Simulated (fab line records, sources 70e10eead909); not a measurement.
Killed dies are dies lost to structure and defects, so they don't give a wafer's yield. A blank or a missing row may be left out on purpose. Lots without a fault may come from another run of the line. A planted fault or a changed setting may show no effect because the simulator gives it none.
Which tool did it? | flow nand_harc | 14 lots, 42 wafers sampled, at 4 steps of a route of 1302

WHAT THE GAUGES READ, wafer by wafer
NHARC_A_START_INSPECT_01.
lot  | measured     | on                | raw_defect_count
L132 | day 7 01:26  | defect_inspect-01 | 2 6 2
L133 | day 7 02:08  | defect_inspect-02 | 0 2 5
L134 | day 7 17:28  | defect_inspect-02 | 4 4 6
L135 | day 7 19:14  | defect_inspect-02 | 1 4 2
L137 | day 8 20:25  | defect_inspect-01 | 6 3 4
L139 | day 9 17:07  | defect_inspect-02 | 1 2 1
L138 | day 9 17:26  | defect_inspect-02 | 4 3 5
L140 | day 10 06:22 | defect_inspect-01 | 4 5 5
L143 | day 11 05:10 | defect_inspect-01 | 3 4 3
L144 | day 11 12:37 | defect_inspect-01 | 2 3 2
L145 | day 12 05:45 | defect_inspect-01 | 4 5 5
L147 | day 12 20:00 | defect_inspect-01 | 4 8 3
L152 | day 15 03:11 | defect_inspect-02 | 1 3 4
L154 | day 16 03:47 | defect_inspect-01 | 4 5 7

NHARC_A_ONON_D1_THK_MEAS_08: measures by ellipsometry.
lot  | measured     | on            | thk_nm (nm)
L132 | day 8 01:26  | film_metro-02 | 981 982 983
L133 | day 8 01:26  | film_metro-01 | 1009 1007 1008
L134 | day 8 18:07  | film_metro-02 | 1014 1013 1012
L135 | day 8 18:07  | film_metro-01 | 993 992 993
L137 | day 9 20:18  | film_metro-01 | 993 992 993
L139 | day 10 18:48 | film_metro-02 | 984 985 985
L138 | day 10 18:46 | film_metro-01 | 1008 1006 1007
L140 | day 11 06:44 | film_metro-01 | 996 994 995
L143 | day 12 06:36 | film_metro-01 | 1003 1005 1004
L144 | day 12 12:10 | film_metro-01 | 1001 1004 1000
L145 | day 13 06:25 | film_metro-02 | 993 993 992
L147 | day 13 22:19 | film_metro-02 | 1004 1005 1005
L152 | day 16 03:20 | film_metro-02 | 597 598 598
L154 | day 17 01:08 | film_metro-01 | 585 584 584

NHARC_END_SORT_01.
lot  | measured     | on        | killed_at_array | killed_at_other | killed_at_periphery | killed_dies | killed_open | killed_short
L152 | day 32 17:50 | prober-01 | 673 673 669     | 1 1 0           | 3 3 8               | 677 677 677 | 3 2 4       | 1 0 3
L154 | day 33 13:04 | prober-02 | 672 675 672     | 3 1 1           | 2 1 4               | 677 677 677 | 3 3 4       | 0 4 4

WHICH TOOL RAN EACH LOT (tool, then ch and the chambers of the sampled wafers, then the start)
lot  | NHARC_A_ONON_D1_DEP_06
L132 | pecvd_onon-03 ch 0, day 8 01:06
L133 | pecvd_onon-04 ch 0, day 8 01:02
L134 | pecvd_onon-03 ch 0, day 8 17:43
L135 | pecvd_onon-04 ch 0, day 8 17:36
L137 | pecvd_onon-03 ch 0, day 9 19:47
L139 | pecvd_onon-02 ch 0, day 10 18:20
L138 | pecvd_onon-04 ch 0, day 10 18:16
L140 | pecvd_onon-03 ch 0, day 11 06:14
L143 | pecvd_onon-03 ch 0, day 12 06:05
L144 | pecvd_onon-02 ch 0, day 12 11:40
L145 | pecvd_onon-03 ch 0, day 13 06:01
L147 | pecvd_onon-02 ch 0, day 13 21:48
L152 | pecvd_onon-03 ch 0, day 16 02:49
L154 | pecvd_onon-03 ch 0, day 17 00:41
- NHARC_A_ONON_D1_DEP_06: target thk 1000 nm.

WHAT THE TOOLS THEMSELVES READ (means of the sampled wafers that have a number; where no wafer has one, the mark that the record gives instead)
The record holds no such reading with a usual standard deviation.

THE ANSWER, worked out from the rows above alone
Rule: what is usual is taken from the lots themselves. Put in order of their means at a reading, lots are off if they are a third of the lots or fewer, leave a main group of 4 or more, and stand apart from it by a gap of 3 or more times the standard deviation of the main group's means; of several such gaps the widest counts. A main group whose means are all the same, to the digits that the tables above print for the reading, isn't used. A lot without any number at a reading at which 4 lots or more have one is off too. The other lots that the step has rows for count as sound. The gauges are gone through in route order, then the tools' own readings, and for those a lot's mean is taken as printed above. The first step at which some lot is off is used, and at that step the reading that is off furthest; a lot without a number counts as furthest.
Off: L152, L154, at NHARC_A_ONON_D1_THK_MEAS_08 (thk_nm). The main group: mean 998 nm, standard deviation 9.3.
A tool fits if, at a process step before that reading, it ran every lot that is off, and no sound lot after the first of them. The gauges at NHARC_A_ONON_D1_THK_MEAS_08 are tried like those tools. One fits: pecvd_onon-03 at NHARC_A_ONON_D1_DEP_06. Its last sound lot is L145 (day 13 06:01), its first lot that is off L152 (day 16 02:49): a fault that began between those two fits.

WHAT THE SIMULATOR HAD PUT IN
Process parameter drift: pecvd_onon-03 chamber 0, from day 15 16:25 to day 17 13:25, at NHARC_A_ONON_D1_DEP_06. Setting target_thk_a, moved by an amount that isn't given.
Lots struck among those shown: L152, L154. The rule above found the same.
